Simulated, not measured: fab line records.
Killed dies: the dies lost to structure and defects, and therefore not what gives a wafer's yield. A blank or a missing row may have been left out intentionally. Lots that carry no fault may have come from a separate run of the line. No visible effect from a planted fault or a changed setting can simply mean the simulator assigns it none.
Struck lot and sound lot, side by side    flow nand_harc    17 out of 1302 route steps
Sound: the wafers L603.1, L603.2, L603.3. Struck: wafers L622.1, L622.2. (L622.4 of the same lot was not struck and is left out.) The cause comes at the end.
For every step that has rows: the tool of each side, followed by ch and its chambers, followed by its first start. Under that, the readings that differ: sound wafers    struck wafers    difference of the means    sigmas: that difference in standard deviations of wafers without a fault.
alike: same words and numbers on both sides, and readings whose means sit less than 2 such deviations apart. not compared: any withheld reading, any reading some wafer has no value for, any bound like >300 that may hide the same value, and any number with overlapping values for which the record gives no deviation.
The two part at a step that has a row with sigmas, a row that says differs or no value, or rows on one side only. Non-overlapping numbers with no deviation appear without sigmas and do not part them. A reading that every wafer of one side lacks parts them only if that side has two wafers or more.

first, 2 steps without rows for these wafers: NHARC_P_BONDPAD_HARDBAKE_10 (time 65 s); NHARC_P_BONDPAD_DESCUM_11 (chemistry O2, time 3 s).
NHARC_P_BONDPAD_ETCH_37: etches the open film in N2/H2, target depth 60 nm, overetch 18 nm, time 65.91 s.
  sound on rie_diel-02 ch 1,2,3, day 7 01:02; struck on rie_diel-02 ch 2,3, day 14 20:53
reading                 sound        struck   difference  sigmas
rf_hours_counter_h (h)  3.2 3.4 3.0  4.3 4.5  +1.2        
  alike: drypump_motor_current_A, oes_product_au, rf_vpp_V, showerhead_plenum_p_Torr, throttle_valve_pct
then, 1 step without rows for these wafers: NHARC_P_BONDPAD_ETCH_12 (etches the open film in CHF3/O2, target depth 200 nm, time 100 s).
NHARC_P_BONDPAD_CD_MEAS_13:
  sound on cd_sem-01 at day 7 01:16; struck on cd_sem-03 at day 14 21:07
  alike: cd_nm
then, 4 steps without rows for these wafers: NHARC_P_BONDPAD_STRIP_15 (strips in O2); NHARC_P_BONDPAD_ETCH_24 (etches the open film in CF4/N2, target depth 30 nm, time 72.99 s); NHARC_P_BONDPAD_STRIP_16 (strips in post etch residue remover, time 600 s); NHARC_P_BONDPAD_DEGAS_25 (time 60 s).
NHARC_P_BONDPAD_PRE_CLEAN_26: time 30 s.
  sound on pvd_sputter-01; struck on pvd_sputter-01
  alike: heater_power_w
NHARC_P_BONDPAD_PVD_17: deposits TaN, target thk 5 nm, time 8.06 s.
  sound on pvd_sputter-01; struck on pvd_sputter-01
  alike: throttle_valve_pct
NHARC_P_BONDPAD_PVD_27: deposits Cu, target thk 30 nm, time 20.49 s.
  sound on pvd_sputter-01; struck on pvd_sputter-01
  alike: throttle_valve_pct
NHARC_P_BONDPAD_ECD_18: material Cu, target thk 400 nm.
  sound on ecd_cu-02 ch 0,1, day 7 02:15; struck on ecd_cu-02 ch 0,1, day 14 22:07
  alike: bath_heat_duty_pct
NHARC_P_BONDPAD_ANNEAL_28: time 90 s.
  sound on rtp_anneal-01 ch 0, day 7 02:37; struck on rtp_anneal-02 ch 0, day 14 22:30
reading           sound              struck       difference  sigmas
wafer_temp_C_max  226.3 226.5 226.2  227.0 227.3  +0.8        +2
then, 1 step without rows for these wafers: NHARC_P_BONDPAD_CMP_19 (polishes, t overpolish 30 s, cu recess touch 16 s, target thk 160.81 nm).
NHARC_P_BONDPAD_THK_MEAS_20: measures by xrf.
  sound on film_metro-01 at day 7 03:17; struck on film_metro-02 at day 14 23:10
reading      sound              struck       difference  sigmas
thk_nm (nm)  161.4 162.6 160.2  124.6 125.7  -36.2       -24
then, 1 step without rows for these wafers: NHARC_P_BONDPAD_SRD_21 (time 30 s, dry time 20 s).

WHERE THEY PART
First at NHARC_P_BONDPAD_ANNEAL_28; last, within this record, at NHARC_P_BONDPAD_THK_MEAS_20.

WHY: what the simulator had put in
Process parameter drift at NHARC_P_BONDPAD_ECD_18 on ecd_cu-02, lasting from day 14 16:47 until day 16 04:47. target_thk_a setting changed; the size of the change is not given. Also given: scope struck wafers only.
